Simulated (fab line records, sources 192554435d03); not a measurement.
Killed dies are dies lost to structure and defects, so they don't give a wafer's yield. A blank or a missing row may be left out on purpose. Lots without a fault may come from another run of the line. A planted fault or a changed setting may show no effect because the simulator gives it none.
Split-lot experiment | flow n5_finfet | 7 lots, 21 wafers read, on a route of 1938 steps

THE SPLIT
At N5_BEOL_M5_COAT_74 (time 60 s, resist thk 5 nm), the setting spin_rpm was moved away from the recipe's 1500 rpm on 7 of the 21 wafers read, by -5.6% to +9.1%. The other wafers ran this setting at the recipe's value.

FROM THE SPLIT TO THE READING: what the file shows between them, 3 steps
- N5_BEOL_M5_COAT_22: resist thk 30 nm
- N5_BEOL_M5_EBR_24
- N5_BEOL_M5_DESCUM_33: chemistry O2, time 7 s

THE READING
etch.depth_nm (the simulator's own value, which no gauge read), in nm, at N5_BEOL_M5_ETCH_75 (etches underlayer in N2/H2, target depth 6.5 nm, time 5.2 s). The file gives no usual value for it. The 14 wafers here that ran the recipe average 4.994 nm, standard deviation 0.013 nm.

wafer  | tool, chamber at the split | spin_rpm as run, rpm | against the recipe | etch.depth_nm, nm | against lot-mates on the recipe
L075.1 | litho_track-01, 0          | 1500                 | recipe             | 5.002             | -
L075.3 | litho_track-01, 0          | 1636                 | +9.1%              | 4.79              | -0.206
L075.6 | litho_track-01, 0          | 1500                 | recipe             | 4.99              | -
L074.2 | litho_track-01, 0          | 1500                 | recipe             | 5.016             | -
L074.4 | litho_track-01, 0          | 1500                 | recipe             | 5.022             | -
L074.6 | litho_track-01, 0          | 1500                 | recipe             | 4.992             | -
L077.3 | litho_track-05, 0          | 1500                 | recipe             | 4.983             | -
L077.4 | litho_track-05, 0          | 1601                 | +6.7%              | 4.838             | -0.145
L077.6 | litho_track-05, 0          | 1601                 | +6.7%              | 4.833             | -0.150
L082.1 | litho_track-05, 0          | 1500                 | recipe             | 4.987             | -
L082.2 | litho_track-05, 0          | 1500                 | recipe             | 4.977             | -
L082.3 | litho_track-05, 0          | 1500                 | recipe             | 4.992             | -
L086.2 | litho_track-05, 0          | 1620                 | +8.0%              | 4.797             | -0.196
L086.5 | litho_track-05, 0          | 1620                 | +8.0%              | 4.804             | -0.189
L086.6 | litho_track-05, 0          | 1500                 | recipe             | 4.993             | -
L090.1 | litho_track-03, 0          | 1500                 | recipe             | 4.995             | -
L090.3 | litho_track-03, 0          | 1500                 | recipe             | 4.972             | -
L090.5 | litho_track-03, 0          | 1416                 | -5.6%              | 5.147             | +0.163
L092.1 | litho_track-05, 0          | 1500                 | recipe             | 5.001             | -
L092.4 | litho_track-05, 0          | 1605                 | +7.0%              | 4.838             | -0.158
L092.5 | litho_track-05, 0          | 1500                 | recipe             | 4.991             | -

THE FIT
A straight line over all 21 wafers: etch.depth_nm changes by -0.0239 nm for each +1% of spin_rpm; r = -0.99; the points scatter about the line by 0.013 nm.
The same after taking each lot's own level away (the mean of its wafers on the recipe; 21 wafers): -0.0238 nm for each +1%; r = -0.99; scatter 0.011 nm.
On that fit, the largest move of spin_rpm shifts the reading by 0.22 nm.
The lots' own levels span 4.9830 to 5.0100 nm, that is 2.1 times the standard deviation above.
So the lot-to-lot level changes the slope little: the two slopes agree.
Check: with one of the wafers moved furthest among these (+9.1%) left out of the fit, the line predicts -0.215 nm for it against its lot-mates. It came out at -0.206 nm against them.

THE FILE'S OWN FIT
etch.depth_nm changes by -0.0236 nm for each +1% of spin_rpm, r = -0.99.
